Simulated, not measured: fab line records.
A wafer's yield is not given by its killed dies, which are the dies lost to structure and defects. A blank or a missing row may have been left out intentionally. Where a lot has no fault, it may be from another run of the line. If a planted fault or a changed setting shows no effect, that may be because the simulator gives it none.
fab line records	flow n5-finfet
record: lots: 7	wafers: 21
route steps=1938 shown BEOL_M3@974 BEOL_M4@1070 BEOL_M6@1194
start-h: the number of hours between the record's first day and the start of the first shown wafer of the lot	wait-h: hours since the lot's step before	" same as the row above	L1.1+2: one row covering several wafers at once	- no value present, or no start provided	* or withheld: withheld	< > ~ a bound
route shown NAME@n: a module of which the file shows steps, and the number in the route of the first	usual: average and standard deviation across the fault-free wafers	same: alike in all rows	chamber/n: place in a boat	sites: readings site by site	_std_site: standard deviation across them	_edge_site: inner sites' mean taken away from outer sites' mean	radius-mm: for every site, how far away it sits from the centre of the wafer	mask NAME#n: copy n	behind: the last tool/chamber to shape the wafer	hold: reason for holding the lot/hours on hold/outcome of the hold	device: whichever transistor did not switch (one of n, p or np)	end of line: at the end of the route, the tests of the same wafers	for a step that has no rows: nothing shown but its recipe	killed: not the wafer's yield, but the dies lost to structure and defects at the first sort	map: the dies of a wafer, with x for killed, . for not killed, _ for no die there
set.NAME: the setting as run; set.NAME@STEP: as run at that earlier step	model.NAME: the simulator's own value behind a step, which no gauge read
lots where settings were altered on purpose, with a table for each step and a row for each wafer
== steps ==
step: N5_BEOL_M3_ETCH_70
recipe: chemistry: N2/H2	target: SOC	target-depth-a: 800	overetch-a: 160	mask-material: SiARC	temp-c: 40	time-s: 120	ion-energy-ev: 200	pressure-mtorr: 30	source-w: 840	bias-w: 150	n2-flow-sccm: 200	h2-flow-sccm: 200
lot.wafer	tool	chamber	start-h	wait-h	set.time-s	model.SiARC_of_BEOL_M3_COAT_68.thk-nm
L080.2	rie-diel-02	1	182.40	0.0	120	6
L080.3+6	"	0	"	"	120	6.2
L083.4+5	rie-diel-06	3,1	197.65	0.0	120	6.2
L083.6	"	2	"	"	143.9	5.2
L084.1+2	rie-diel-01	0,3	205.87	0.0	120	6.6
L084.4	"	2	"	"	120	6.4
L085.1	rie-diel-02	2	216.17	0.0	126.9	6
L085.3	"	0	"	"	120	6.4
L085.4	"	3	"	"	126.9	6.2
L086.1	rie-diel-02	1	223.01	0.0	120	6
L086.2	"	0	"	"	99.13	7.2
L086.5	"	0	"	"	120	6.2
L088.3	rie-diel-01	1	246.37	0.0	131	5.8
L088.4	"	0	"	"	131	6.2
L088.6	"	1	"	"	120	6.4
L092.2	rie-diel-01	0	266.13	0.0	107.4	7.2
L092.3	"	3	"	"	120	6.8
L092.5	"	1	"	"	107.4	7
step: N5_BEOL_M3_TRENCH_ETCH_37
recipe: chemistry: C4F6/O2	target-depth-a: 555.55	target: SiOC	time-s: 29.2	ion-energy-ev: 250	pressure-mtorr: 30	source-w: 355	bias-w: 185	Ar_flow_sccm: 300	C4F6_flow_sccm: 10	O2_flow_sccm: 10
lot.wafer	tool	chamber	start-h	wait-h	set.time-s	model.etch.depth-nm	model.BEOL_M3.feature-depth-nm
L080.2	rie-diel-02	1	-	-	33.31	63.42	63.4
L080.3	"	0	"	"	33.31	62.61	62.6
L080.6	"	0	"	"	33.31	62.24	62.2
L083.4	rie-diel-06	3	-	-	29.2	56.8	56.8
L083.5	"	1	"	"	29.2	55.27	55.2
L083.6	"	2	"	"	29.2	56.52	56.6
L084.1	rie-diel-01	0	-	-	29.2	55.15	55.2
L084.2	"	3	"	"	29.2	54.23	54.2
L084.4	"	2	"	"	29.2	54.92	55
L085.1	rie-diel-02	2	-	-	29.2	55.08	55
L085.3	"	0	"	"	29.2	54.73	54.8
L085.4	"	3	"	"	29.2	54.67	54.6
L086.1	rie-diel-02	1	-	-	29.2	56.46	56.4
L086.2	"	0	"	"	29.2	55.31	55.4
L086.5	"	0	"	"	29.2	55.16	55.2
L088.3	rie-diel-01	1	-	-	34.85	66.57	66.6
L088.4	"	0	"	"	29.2	55.35	55.4
L088.6	"	1	"	"	34.85	67.07	67
L092.2	rie-diel-01	0	-	-	24.01	45.67	45.6
L092.3	"	3	"	"	24.01	45.04	45
L092.5	"	1	"	"	29.2	56.4	56.4
step: N5_BEOL_M3_ETCH_41
recipe: chemistry: CH3F/O2	target: SiCN	target-depth-a: 299	taper-deg: 2	time-s: 52.5	ion-energy-ev: 120	mask-material: TiN	pressure-mtorr: 30	source-w: 395	bias-w: 75	Ar_flow_sccm: 150	CH3F_flow_sccm: 30	O2_flow_sccm: 20
step: N5_BEOL_M3_STRIP_97
recipe: chemistry: N2/H2	time-s: 10	power-w: 450	temp-c: 40	pressure-mtorr: 20	rf-frequency-hz: 6e+07	bias-power-w: 7	n2-flow-sccm: 200	h2-flow-sccm: 200
step: N5_BEOL_M3_OCD_MEAS_38
usual: trench-depth-nm: 55.5/0.97
lot.wafer	tool	chamber	start-h	wait-h	set.time-s@BEOL_M3_TRENCH_ETCH_37	trench-depth-nm
L080.2	ocd-01	-	182.75	-	33.31	63.8
L080.3	"	-	"	"	33.31	62.6
L080.6	"	-	"	"	33.31	62.3
L083.4	ocd-02	-	198.01	-	29.2	56.6
L083.5	"	-	"	"	29.2	54.8
L083.6	"	-	"	"	29.2	56.5
L084.1	ocd-02	-	206.22	-	29.2	55.3
L084.2	"	-	"	"	29.2	54.0
L084.4	"	-	"	"	29.2	54.8
L085.1	ocd-02	-	216.53	-	29.2	55.5
L085.3	"	-	"	"	29.2	55.0
L085.4	"	-	"	"	29.2	54.3
L086.1	ocd-02	-	223.37	-	29.2	56.3
L086.2	"	-	"	"	29.2	55.4
L086.5	"	-	"	"	29.2	55.1
L088.3	ocd-01	-	246.73	-	34.85	67.1
L088.4	"	-	"	"	29.2	55.3
L088.6	"	-	"	"	34.85	67.2
L092.2	ocd-02	-	266.48	-	24.01	45.6
L092.3	"	-	"	"	24.01	44.9
L092.5	"	-	"	"	29.2	56.3
step: N5_BEOL_M3_DEP_57
recipe: material: SiCN	target-thk-a: 80	temp-c: withheld	precursor: 3MS/NH3	pressure-torr: 3	rf-w: 202	time-s: 14
lot.wafer	tool	chamber	start-h	wait-h	set.time-s	model.SiCN_of_BEOL_M3_DEP_57.thk-nm
L080.2+3	pecvd-04	2,1	186.68	0.0	12.74	7.4
L080.6	"	2	"	"	14	8.2
L083.4	pecvd-01	0	202.16	0.0	14	8
L083.5+6	"	2,1	"	"	13.15	7.6
L084.1	pecvd-02	0	210.29	0.0	14	7.8
L084.2	"	1	"	"	14	8.2
L084.4	"	0	"	"	14	8
L085.1	pecvd-01	1	220.79	0.0	14	8
L085.3+4	"	2	"	"	14	7.8
L086.1	pecvd-01	0	229.00	0.0	14.63	8.2
L086.2	"	2	"	"	14	7.6
L086.5	"	1	"	"	14	8.2
L088.3+4	pecvd-04	2,1	250.72	0.0	14	8
L088.6	"	0	"	"	14	8.4
L092.2	pecvd-02	0	270.42	0.0	14	7.8
L092.3	"	2	"	"	11.96	6.8
L092.5	"	2	"	"	14	8
step: N5_BEOL_M4_TRENCH_ETCH_37
recipe: chemistry: C4F6/O2	target-depth-a: 555.55	target: SiOC	time-s: 29.2	ion-energy-ev: 250	pressure-mtorr: 30	source-w: 355	bias-w: 185	Ar_flow_sccm: 300	C4F6_flow_sccm: 10	O2_flow_sccm: 10
lot.wafer	tool	chamber	start-h	wait-h	set.time-s	model.BEOL_M4.feature-depth-nm	model.etch.depth-nm
L080.2	rie-diel-04	2	-	-	29.2	54.2	54.25
L080.3	"	1	"	"	34.16	64.6	64.59
L080.6	"	3	"	"	29.2	55	54.93
L083.4	rie-diel-04	3	-	-	29.2	55.4	55.36
L083.5	"	0	"	"	23.9	44	43.98
L083.6	"	1	"	"	23.9	45.2	45.29
L084.1	rie-diel-04	2	-	-	29.2	55.6	55.54
L084.2	"	0	"	"	29.2	54.2	54.21
L084.4	"	3	"	"	29.2	55.8	55.71
L085.1	rie-diel-05	3	-	-	34.62	64.2	64.27
L085.3	"	1	"	"	34.62	64.2	64.17
L085.4	"	2	"	"	29.2	57.2	57.19
L086.1	rie-diel-03	3	-	-	29.2	57	57.05
L086.2	"	1	"	"	30.92	60	59.95
L086.5	"	2	"	"	30.92	58	57.98
L088.3	rie-diel-04	2	-	-	29.2	55.2	55.22
L088.4	"	0	"	"	24.92	46.4	46.34
L088.6	"	2	"	"	24.92	47.4	47.44
L092.2	rie-diel-05	0	-	-	29.2	56.6	56.68
L092.3	"	1	"	"	29.2	54.2	54.12
L092.5	"	2	"	"	23.34	45.2	45.15
step: N5_BEOL_M4_ETCH_41
recipe: chemistry: CH3F/O2	target: SiCN	target-depth-a: 299	taper-deg: 2	time-s: 52.5	ion-energy-ev: 120	mask-material: TiN	pressure-mtorr: 30	source-w: 395	bias-w: 75	Ar_flow_sccm: 150	CH3F_flow_sccm: 30	O2_flow_sccm: 20
step: N5_BEOL_M4_STRIP_97
recipe: chemistry: N2/H2	time-s: 10	power-w: 450	temp-c: 40	pressure-mtorr: 20	rf-frequency-hz: 6e+07	bias-power-w: 7	n2-flow-sccm: 200	h2-flow-sccm: 200
step: N5_BEOL_M4_OCD_MEAS_38
usual: trench-depth-nm: 55.3/1.2
lot.wafer	tool	chamber	start-h	wait-h	set.time-s@BEOL_M4_TRENCH_ETCH_37	trench-depth-nm
L080.2	ocd-01	-	191.30	-	29.2	53.7
L080.3	"	-	"	"	34.16	65.1
L080.6	"	-	"	"	29.2	55.1
L083.4	ocd-01	-	209.05	-	29.2	54.9
L083.5	"	-	"	"	23.9	44.1
L083.6	"	-	"	"	23.9	45.6
L084.1	ocd-01	-	213.65	-	29.2	55.7
L084.2	"	-	"	"	29.2	54.6
L084.4	"	-	"	"	29.2	55.4
L085.1	ocd-01	-	228.58	-	34.62	64.5
L085.3	"	-	"	"	34.62	64.0
L085.4	"	-	"	"	29.2	56.7
L086.1	ocd-01	-	234.67	-	29.2	57.2
L086.2	"	-	"	"	30.92	60.0
L086.5	"	-	"	"	30.92	57.6
L088.3	ocd-01	-	260.96	-	29.2	55.0
L088.4	"	-	"	"	24.92	46.4
L088.6	"	-	"	"	24.92	47.0
L092.2	ocd-01	-	278.22	-	29.2	56.8
L092.3	"	-	"	"	29.2	54.3
L092.5	"	-	"	"	23.34	45.2
step: N5_BEOL_M4_HM_STRIP_39
recipe: chemistry: peroxide-tin-strip	material: TiN	target-depth-a: 250	temp-c: 50	time-s: 158
step: N5_BEOL_M4_SRD_40
recipe: time-s: 30	temp-c: 23	rinse-liquid: diw	dry: ipa-marangoni
step: N5_BEOL_M4_ECD_50
recipe: material: Cu	target-thk-a: 3000
step: N5_BEOL_M4_ANNEAL_51
recipe: temp-c: 225	time-s: 90	ambient: N2
step: N5_BEOL_M4_CMP_52
recipe: stop-on: SiOC	t-overpolish-s: 6.8	down-force-psi: 1	platen-rpm: 50	clearing-platen-down-force-psi: 1.5	clearing-platen-rpm: 50	post-cmp-clean: cu-alkaline	target-thk-nm: 40	clearing-platen-pad-velocity-m-s: 0.99484	pad-velocity-m-s: 0.99484
lot.wafer	tool	chamber	start-h	wait-h	set.time-s@BEOL_M4_TRENCH_ETCH_37	model.Cu_of_BEOL_M4_ECD_50.thk-nm
L080.2	cmp-01	2	194.80	0.2	29.2	39.2
L080.3	"	0	"	"	34.16	50.6
L080.6	"	1	"	"	29.2	41.2
L083.4	cmp-01	1	213.29	0.2	29.2	40
L083.6	"	2	"	"	23.9	29.8
L083.5	"	3	"	"	23.9	27.2
L084.1	cmp-01	0	218.51	0.3	29.2	40.2
L084.4	"	1	"	"	29.2	41.8
L084.2	"	2	"	"	29.2	39.2
L085.4	cmp-02	2	232.54	0.7	29.2	40.8
L085.3	"	0	"	"	34.62	49
L085.1	"	1	"	"	34.62	49.4
L086.1	cmp-04	0	238.47	0.3	29.2	40.8
L086.2	"	1	"	"	30.92	44.6
L086.5	"	3	"	"	30.92	43
L088.4	cmp-01	1	266.38	0.1	24.92	33.2
L088.3	"	3	"	"	29.2	40.6
L088.6	"	1	"	"	24.92	33.8
L092.2	cmp-02	1	281.57	0.2	29.2	40.6
L092.3	"	3	"	"	29.2	39
L092.5	"	1	"	"	23.34	29.6
step: N5_BEOL_M4_THK_MEAS_53
recipe: thk-meas-gauge: xrf	reads: Cu_of_BEOL_M4_ECD_50
usual: M4_THK: 40.6/1.6
lot.wafer	tool	chamber	start-h	wait-h	set.time-s@BEOL_M4_TRENCH_ETCH_37	M4_THK[nm]
L080.2	film-metro-01	-	195.06	-	29.2	39.2
L080.3	"	-	"	"	34.16	50.7
L080.6	"	-	"	"	29.2	41.1
L083.4	film-metro-01	-	213.47	-	29.2	40.3
L083.5	"	-	"	"	23.9	27.4
L083.6	"	-	"	"	23.9	30.1
L084.1	film-metro-02	-	218.77	-	29.2	40.2
L084.2	"	-	"	"	29.2	39.1
L084.4	"	-	"	"	29.2	41.7
L085.1	film-metro-02	-	232.83	-	34.62	49.4
L085.3	"	-	"	"	34.62	49.0
L085.4	"	-	"	"	29.2	40.8
L086.1	film-metro-02	-	238.69	-	29.2	41.1
L086.2	"	-	"	"	30.92	45.3
L086.5	"	-	"	"	30.92	43.3
L088.3	film-metro-02	-	266.68	-	29.2	42.0
L088.4	"	-	"	"	24.92	34.1
L088.6	"	-	"	"	24.92	34.6
L092.2	film-metro-02	-	281.86	-	29.2	41.3
L092.3	"	-	"	"	29.2	39.7
L092.5	"	-	"	"	23.34	29.9
step: N5_BEOL_M4_PRE_CLEAN_60
recipe: gas: NH3/H2	time-s: 15	temp-c: *	rf-power-w: 300
step: N5_BEOL_M4_CO_CAP_55
recipe: material: Co	target-thk-a: 20	temp-c: 200	precursor: CCTBA/H2	pressure-torr: 30	time-s: 102.1
step: N5_BEOL_M4_PRE_CLEAN_56
recipe: gas: NH3	time-s: 15	temp-c: withheld	rf-power-w: 300
step: N5_BEOL_M4_DEP_57
recipe: material: SiCN	target-thk-a: 80	temp-c: withheld	precursor: 3MS/NH3	pressure-torr: 3	rf-w: 202	time-s: 14
step: N5_BEOL_M4_RS_MEAS_58
recipe: thk-meas-gauge: four-point-probe	reads: Co_of_BEOL_M4_CO_CAP_55+Cu_of_BEOL_M4_ECD_50+Co_of_BEOL_M4_CVD_47+TaN_of_BEOL_M4_ALD_84
usual: M4_RS: 0.67/0.033
lot.wafer	tool	chamber	start-h	wait-h	set.time-s@BEOL_M4_TRENCH_ETCH_37	M4_RS[ohm/sq]
L080.2	film-metro-01	-	195.32	0.1	29.2	0.69
L080.3	"	-	"	"	34.16	0.50
L080.6	"	-	"	"	29.2	0.65
L083.4	film-metro-01	-	213.73	0.0	29.2	0.67
L083.5	"	-	"	"	23.9	1.11
L083.6	"	-	"	"	23.9	0.98
L084.1	film-metro-02	-	219.03	0.0	29.2	0.66
L084.2	"	-	"	"	29.2	0.69
L084.4	"	-	"	"	29.2	0.63
L085.1	film-metro-02	-	233.09	0.0	34.62	0.51
L085.3	"	-	"	"	34.62	0.52
L085.4	"	-	"	"	29.2	0.65
L086.1	film-metro-01	-	238.95	0.0	29.2	0.65
L086.2	"	-	"	"	30.92	0.58
L086.5	"	-	"	"	30.92	0.61
L088.3	film-metro-02	-	266.94	0.1	29.2	0.65
L088.4	"	-	"	"	24.92	0.85
L088.6	"	-	"	"	24.92	0.83
L092.2	film-metro-02	-	282.13	0.1	29.2	0.65
L092.3	"	-	"	"	29.2	0.69
L092.5	"	-	"	"	23.34	0.99
step: N5_BEOL_M6_ILD_DEP_00
recipe: material: SiCOH_lowk	target-thk-a: 1797.5	temp-c: 300	precursor: DEMS/porogen	pressure-torr: 5	rf-w: 500	time-s: 33.4
lot.wafer	tool	chamber	start-h	wait-h	set.time-s	model.SiCOH_lowk_of_BEOL_M6_ILD_DEP_00.thk-nm
L080.2	pecvd-03	0	208.27	0.0	37.38	198
L080.3	"	1	"	"	33.4	179.4
L080.6	"	1	"	"	37.38	200
L083.4	pecvd-01	1	229.33	0.1	33.4	180
L083.5	"	0	"	"	33.4	182
L083.6	"	2	"	"	33.4	183.8
L084.1	pecvd-02	2	229.76	0.0	33.4	182.2
L084.2	"	0	"	"	33.4	181.4
L084.4	"	2	"	"	33.4	186.6
L085.1	pecvd-01	0	247.15	0.0	33.4	179.8
L085.3	"	1	"	"	33.4	178.6
L085.4	"	0	"	"	33.4	181
L086.1	pecvd-03	2	255.61	0.0	33.4	180.8
L086.2	"	0	"	"	33.4	182.8
L086.5	"	0	"	"	33.4	185
L088.3	pecvd-02	1	284.10	0.0	36.2	194
L088.4	"	0	"	"	33.4	181.2
L088.6	"	1	"	"	36.2	195
L092.2	pecvd-01	2	293.51	0.0	33.4	182
L092.3	"	1	"	"	31.48	170.8
L092.5	"	1	"	"	33.4	183.2
step: N5_BEOL_M6_CURE_74
recipe: temp-c: 385	time-s: 240	ambient: He/Ar	material: SiCOH_lowk
lot.wafer	tool	chamber	start-h	wait-h	set.time-s@BEOL_M6_ILD_DEP_00	model.SiCOH_lowk_of_BEOL_M6_ILD_DEP_00.thk-nm
L080.2	uv-cure-02	2	208.44	0.1	37.38	171
L080.3	"	2	"	"	33.4	154.6
L080.6	"	2	"	"	37.38	172.6
L083.4	uv-cure-02	0	229.62	0.3	33.4	155.2
L083.5	"	0	"	"	33.4	157
L083.6	"	0	"	"	33.4	158.4
L084.1	uv-cure-03	0	229.83	0.0	33.4	157.2
L084.2	"	0	"	"	33.4	156.4
L084.4	"	0	"	"	33.4	161
L085.1	uv-cure-01	2	247.21	0.0	33.4	155
L085.3	"	2	"	"	33.4	154
L085.4	"	2	"	"	33.4	156
L086.1	uv-cure-02	1	255.67	0.0	33.4	156
L086.2	"	1	"	"	33.4	157.6
L086.5	"	1	"	"	33.4	159.6
L088.3	uv-cure-02	1	284.33	0.2	36.2	167.4
L088.4	"	1	"	"	33.4	156.2
L088.6	"	1	"	"	36.2	168.2
L092.2	uv-cure-03	0	293.66	0.1	33.4	157
L092.3	"	0	"	"	31.48	147.2
L092.5	"	0	"	"	33.4	158
step: N5_BEOL_M6_THK_MEAS_01
recipe: reads: SiCOH_lowk_of_BEOL_M6_ILD_DEP_00
usual: M6_ILD_THK: 155.6/2
lot.wafer	tool	chamber	start-h	wait-h	set.time-s@BEOL_M6_ILD_DEP_00	M6_ILD_THK[nm]
L080.2	film-metro-02	-	208.87	0.4	37.38	170.9
L080.3	"	-	"	"	33.4	154.7
L080.6	"	-	"	"	37.38	172.7
L083.4	film-metro-02	-	229.90	0.2	33.4	155.2
L083.5	"	-	"	"	33.4	157.2
L083.6	"	-	"	"	33.4	158.5
L084.1	film-metro-02	-	230.34	0.4	33.4	157.0
L084.2	"	-	"	"	33.4	156.5
L084.4	"	-	"	"	33.4	161.1
L085.1	film-metro-02	-	247.72	0.4	33.4	155.0
L085.3	"	-	"	"	33.4	154.2
L085.4	"	-	"	"	33.4	156.1
L086.1	film-metro-02	-	256.19	0.4	33.4	156.0
L086.2	"	-	"	"	33.4	157.6
L086.5	"	-	"	"	33.4	159.5
L088.3	film-metro-01	-	284.68	0.3	36.2	167.4
L088.4	"	-	"	"	33.4	156.3
L088.6	"	-	"	"	36.2	168.4
L092.2	film-metro-02	-	294.09	0.4	33.4	156.9
L092.3	"	-	"	"	31.48	147.2
L092.5	"	-	"	"	33.4	157.9
== key ==
split: step: N5_BEOL_M3_ETCH_70	setting: time-s	stated: 120	by: wafer
response: step: N5_BEOL_M3_ETCH_70	reading: model.SiARC_of_BEOL_M3_COAT_68.thk-nm	change: -0.0514	per: 1%	r: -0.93
split: step: N5_BEOL_M3_TRENCH_ETCH_37	setting: time-s	stated: 29.2	by: wafer
response: step: N5_BEOL_M3_TRENCH_ETCH_37	reading: model.etch.depth-nm	change: +0.606	per: 1%	r: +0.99
response: step: N5_BEOL_M3_TRENCH_ETCH_37	reading: model.BEOL_M3.feature-depth-nm	change: +0.605	per: 1%	r: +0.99
response: step: N5_BEOL_M3_OCD_MEAS_38	reading: trench-depth-nm	change: +0.615	per: 1%	r: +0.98
split: step: N5_BEOL_M3_DEP_57	setting: time-s	stated: 14	by: wafer
response: step: N5_BEOL_M3_DEP_57	reading: model.SiCN_of_BEOL_M3_DEP_57.thk-nm	change: +0.0771	per: 1%	r: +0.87
split: step: N5_BEOL_M4_TRENCH_ETCH_37	setting: time-s	stated: 29.2	by: wafer
response: step: N5_BEOL_M4_TRENCH_ETCH_37	reading: model.BEOL_M4.feature-depth-nm	change: +0.516	per: 1%	r: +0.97
response: step: N5_BEOL_M4_TRENCH_ETCH_37	reading: model.etch.depth-nm	change: +0.516	per: 1%	r: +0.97
response: step: N5_BEOL_M4_OCD_MEAS_38	reading: trench-depth-nm	change: +0.522	per: 1%	r: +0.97
response: step: N5_BEOL_M4_CMP_52	reading: model.Cu_of_BEOL_M4_ECD_50.thk-nm	change: +0.537	per: 1%	r: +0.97
response: step: N5_BEOL_M4_THK_MEAS_53	reading: M4_THK	change: +0.55	per: 1%	r: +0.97
response: step: N5_BEOL_M4_RS_MEAS_58	reading: M4_RS	change: -0.0135	per: 1%	r: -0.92
split: step: N5_BEOL_M6_ILD_DEP_00	setting: time-s	stated: 33.4	by: wafer
response: step: N5_BEOL_M6_ILD_DEP_00	reading: model.SiCOH_lowk_of_BEOL_M6_ILD_DEP_00.thk-nm	change: +1.68	per: 1%	r: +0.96
response: step: N5_BEOL_M6_CURE_74	reading: model.SiCOH_lowk_of_BEOL_M6_ILD_DEP_00.thk-nm	change: +1.47	per: 1%	r: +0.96
response: step: N5_BEOL_M6_THK_MEAS_01	reading: M6_ILD_THK	change: +1.47	per: 1%	r: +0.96
